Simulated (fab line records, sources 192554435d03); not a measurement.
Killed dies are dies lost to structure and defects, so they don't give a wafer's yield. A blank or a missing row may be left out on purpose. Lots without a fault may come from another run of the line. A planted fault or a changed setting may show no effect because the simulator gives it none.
Which tool did it? | flow n5_finfet | 11 lots, 33 wafers sampled, at 5 steps of a route of 1938

WHAT THE GAUGES READ, wafer by wafer
N5_BEOL_M4_RC_MEAS_101. Usual: DIBL_N 36.9 mV/V, standard deviation 1.7; DIBL_P 36.7 mV/V, standard deviation 2.1; IOFF_N 0.17 nA/um, standard deviation 0.032; IOFF_P 0.22 nA/um, standard deviation 0.036; ION_N 674 uA/um, standard deviation 12; ION_P 461 uA/um, standard deviation 7; SS_N 71.7 mV/dec, standard deviation 0.6; SS_P 73.4 mV/dec, standard deviation 0.67; VT_N 249 mV, standard deviation 3.1; VT_P -250 mV, standard deviation 3.2.
lot  | measured     | on        | DIBL_N (mV/V)  | DIBL_P (mV/V)  | IOFF_N (nA/um) | IOFF_P (nA/um) | ION_N (uA/um) | ION_P (uA/um) | SS_N (mV/dec)  | SS_P (mV/dec)  | VT_N (mV)   | VT_P (mV)      | flag
L891 | day 8 01:31  | prober-01 | 35.5 36.4 35.7 | 35.5 36.6 34.9 | 0.14 0.15 0.14 | 0.18 0.20 0.18 | 657 674 666   | 448 464 456   | 71.7 71.3 70.9 | 72.8 73.2 73.1 | 253 254 250 | -254 -251 -251 |
L895 | day 9 03:32  | prober-02 | 37.5 40.4 37.1 | 38.3 42.5 38.5 | 0.17 0.24 0.16 | 0.21 0.28 0.21 | 668 691 678   | 460 463 461   | 71.6 72.7 72.3 | 73.6 75.5 73.6 | 250 242 250 | -252 -248 -251 |
L896 | day 9 05:38  | prober-02 | 38.0 35.7 37.3 | 40.4 36.3 39.3 | 0.20 0.16 0.18 | 0.27 0.20 0.26 | 687 670 671   | 469 464 463   | 72.1 71.7 72.3 | 73.6 72.8 73.7 | 244 248 248 | -246 -251 -248 |
L898 | day 9 08:10  | prober-01 | 36.3 35.7 37.0 | 36.9 35.5 37.6 | 0.17 0.14 0.17 | 0.23 0.21 0.25 | 685 662 676   | 471 460 467   | 71.0 71.5 71.1 | 73.6 73.7 72.9 | 245 250 248 | -246 -250 -246 |
L905 | day 11 09:52 | prober-01 | 38.3 38.2 35.9 | 38.9 39.0 36.5 | 0.21 0.21 0.16 | 0.27 0.26 0.21 | 691 691 681   | 467 470 467   | 71.7 71.4 71.6 | 74.6 74.2 72.9 | 247 246 251 | -247 -248 -250 |
L907 | day 11 13:01 | prober-01 | 36.7 37.6 36.9 | 36.8 36.9 36.5 | 0.14 0.18 0.15 | 0.19 0.19 0.18 | 664 671 660   | 454 455 456   | 71.6 72.4 71.9 | 73.0 72.8 72.7 | 251 248 252 | -253 -251 -252 |
L908 | day 12 06:56 | prober-02 | 38.5 35.0 32.8 | 38.0 34.8 32.0 | 0.19 0.13 0.11 | 0.24 0.20 0.16 | 676 654 660   | 466 458 455   | 71.9 71.2 70.6 | 73.7 72.8 72.6 | 248 252 253 | -249 -252 -255 |
L909 | day 12 15:16 | prober-02 | 36.3 34.8 37.2 | 35.0 33.8 35.8 | 0.17 0.13 0.18 | 0.26 0.23 0.26 | 681 668 681   | 470 469 471   | 71.5 71.8 71.3 | 72.7 72.6 73.8 | 247 254 247 | -245 -245 -245 |
L910 | day 12 21:56 | prober-01 | 37.1 36.4 38.0 | 37.7 35.5 38.3 | 0.17 0.15 0.21 | 0.27 0.22 0.28 | 679 668 702   | 465 461 472   | 72.8 71.0 73.2 | 73.5 73.3 74.1 | 248 252 244 | -245 -245 -245 |
L911 | day 13 01:27 | prober-01 | 35.4 37.0 35.2 | 37.3 37.7 37.1 | 0.16 0.17 0.15 | 0.21 0.22 0.21 | 681 682 682   | 464 465 461   | 71.1 70.8 71.0 | 73.6 73.7 73.0 | 248 248 250 | -250 -249 -249 |
L914 | day 14 00:20 | prober-01 | 39.1 37.7 39.5 | 38.5 37.1 39.5 | 0.18 0.16 0.19 | 0.23 0.22 0.26 | 663 659 681   | 460 458 467   | 71.9 72.1 72.8 | 74.1 73.7 73.8 | 251 252 251 | -249 -248 -247 |

WHICH TOOL RAN EACH LOT (tool, then ch and the chambers of the sampled wafers, then the start)
lot  | N5_BEOL_M2_ANNEAL_80         | N5_BEOL_M2_ANNEAL_91         | N5_BEOL_M2_ANNEAL_93         | N5_BEOL_M2_SPUTTER_96
L891 | pvd_sputter-01, day 7 00:08  | pvd_sputter-01, day 7 01:01  | pvd_sputter-01, day 7 01:14  | pvd_sputter-01, day 7 01:36
L895 | pvd_sputter-02, day 7 21:58  | pvd_sputter-02, day 7 22:50  | pvd_sputter-02, day 7 23:04  | pvd_sputter-02, day 7 23:25
L896 | pvd_sputter-02, day 8 03:37  | pvd_sputter-02, day 8 04:30  | pvd_sputter-02, day 8 04:43  | pvd_sputter-02, day 8 05:05
L898 | pvd_sputter-02, day 8 10:36  | pvd_sputter-02, day 8 11:29  | pvd_sputter-02, day 8 11:42  | pvd_sputter-02, day 8 12:04
L905 | pvd_sputter-02, day 10 10:22 | pvd_sputter-02, day 10 11:14 | pvd_sputter-02, day 10 11:28 | pvd_sputter-02, day 10 11:49
L907 | pvd_sputter-01, day 10 16:32 | pvd_sputter-01, day 10 17:25 | pvd_sputter-01, day 10 17:38 | pvd_sputter-01, day 10 17:59
L908 | pvd_sputter-02, day 11 04:20 | pvd_sputter-02, day 11 05:13 | pvd_sputter-02, day 11 05:26 | pvd_sputter-02, day 11 05:48
L909 | pvd_sputter-01, day 11 12:32 | pvd_sputter-01, day 11 13:25 | pvd_sputter-01, day 11 13:38 | pvd_sputter-01, day 11 13:59
L910 | pvd_sputter-02, day 12 00:41 | pvd_sputter-02, day 12 01:34 | pvd_sputter-02, day 12 01:47 | pvd_sputter-02, day 12 02:09
L911 | pvd_sputter-03, day 12 03:52 | pvd_sputter-03, day 12 04:44 | pvd_sputter-03, day 12 04:58 | pvd_sputter-03, day 12 05:19
L914 | pvd_sputter-02, day 12 16:32 | pvd_sputter-02, day 12 17:25 | pvd_sputter-02, day 12 17:38 | pvd_sputter-02, day 12 18:00
- N5_BEOL_M2_ANNEAL_80: time 240 s.
- N5_BEOL_M2_ANNEAL_91: time 240 s.
- N5_BEOL_M2_ANNEAL_93: time 240 s.
- N5_BEOL_M2_SPUTTER_96: material Cu, target thk 4.5 nm, time 8.29 s.

WHAT THE TOOLS THEMSELVES READ (means of the sampled wafers that have a number; where no wafer has one, the mark that the record gives instead)
N5_BEOL_M2_ANNEAL_80. Usual: heater_power_w 871 W, standard deviation 140; susceptor_temp_C 400.00 C, standard deviation 0.23.
lot  | tool           | heater_power_w (W) | susceptor_temp_C (C) | flag
L891 | pvd_sputter-01 | 807                | 400.06               |
L895 | pvd_sputter-02 | 920                | 399.98               |
L896 | pvd_sputter-02 | 921                | 399.96               |
L898 | pvd_sputter-02 | 888                | 400.10               |
L905 | pvd_sputter-02 | 877                | 400.00               |
L907 | pvd_sputter-01 | 831                | 399.84               |
L908 | pvd_sputter-02 | 996                | 399.92               |
L909 | pvd_sputter-01 | 826                | 400.04               |
L910 | pvd_sputter-02 | 880                | 399.98               |
L911 | pvd_sputter-03 | 922                | 400.04               |
L914 | pvd_sputter-02 | 884                | 399.93               |

N5_BEOL_M2_ANNEAL_91. Usual: heater_power_w 871 W, standard deviation 140; susceptor_temp_C 400.02 C, standard deviation 0.24.
lot  | tool           | heater_power_w (W) | susceptor_temp_C (C) | flag
L891 | pvd_sputter-01 | 798                | 399.96               |
L895 | pvd_sputter-02 | 914                | 400.04               |
L896 | pvd_sputter-02 | 909                | 400.09               |
L898 | pvd_sputter-02 | 892                | 399.89               |
L905 | pvd_sputter-02 | -                  | -                    | OFF
L907 | pvd_sputter-01 | -                  | -                    | OFF
L908 | pvd_sputter-02 | 1000               | 399.83               |
L909 | pvd_sputter-01 | 826                | 399.95               |
L910 | pvd_sputter-02 | 871                | 399.91               |
L911 | pvd_sputter-03 | 931                | 400.06               |
L914 | pvd_sputter-02 | 880                | 400.10               |

N5_BEOL_M2_ANNEAL_93. Usual: heater_power_w 869 W, standard deviation 140; susceptor_temp_C 400.00 C, standard deviation 0.21.
lot  | tool           | heater_power_w (W) | susceptor_temp_C (C) | flag
L891 | pvd_sputter-01 | 803                | 399.92               |
L895 | pvd_sputter-02 | 927                | 399.89               |
L896 | pvd_sputter-02 | 894                | 400.02               |
L898 | pvd_sputter-02 | 898                | 399.92               |
L905 | pvd_sputter-02 | 888                | 400.13               |
L907 | pvd_sputter-01 | 836                | 400.34               |
L908 | pvd_sputter-02 | 983                | 400.10               |
L909 | pvd_sputter-01 | 829                | 399.98               |
L910 | pvd_sputter-02 | 895                | 399.99               |
L911 | pvd_sputter-03 | 928                | 399.96               |
L914 | pvd_sputter-02 | 882                | 399.77               |

N5_BEOL_M2_SPUTTER_96. Usual: throttle_valve_pct 29.7 %, standard deviation 0.95.
lot  | tool           | throttle_valve_pct (%) | flag
L891 | pvd_sputter-01 | 29.2                   |
L895 | pvd_sputter-02 | 29.8                   |
L896 | pvd_sputter-02 | 29.5                   |
L898 | pvd_sputter-02 | 29.7                   |
L905 | pvd_sputter-02 | 29.6                   |
L907 | pvd_sputter-01 | 29.5                   |
L908 | pvd_sputter-02 | 30.0                   |
L909 | pvd_sputter-01 | 30.6                   |
L910 | pvd_sputter-02 | 29.5                   |
L911 | pvd_sputter-03 | 29.0                   |
L914 | pvd_sputter-02 | 29.4                   |

THE ANSWER, worked out from the rows above alone
Rule: a lot is off if the mean of its wafers that have a number lies more than 3 standard deviations from the usual mean. A lot without any number at a reading at which 4 lots or more have one is off too. The other lots that the step has rows for count as sound. The gauges are gone through in route order, then the tools' own readings, and for those a lot's mean is taken as printed above. The first step at which some lot is off is used, and at that step the reading that is off furthest; a lot without a number counts as furthest.
Off: L905, L907, at N5_BEOL_M2_ANNEAL_91 (heater_power_w). Without a number there: L905, L907.
A tool fits if, at that step or a process step before it, it ran every lot that is off, and no sound lot after the first of them. None of those tried fits.

WHAT THE SIMULATOR HAD PUT IN
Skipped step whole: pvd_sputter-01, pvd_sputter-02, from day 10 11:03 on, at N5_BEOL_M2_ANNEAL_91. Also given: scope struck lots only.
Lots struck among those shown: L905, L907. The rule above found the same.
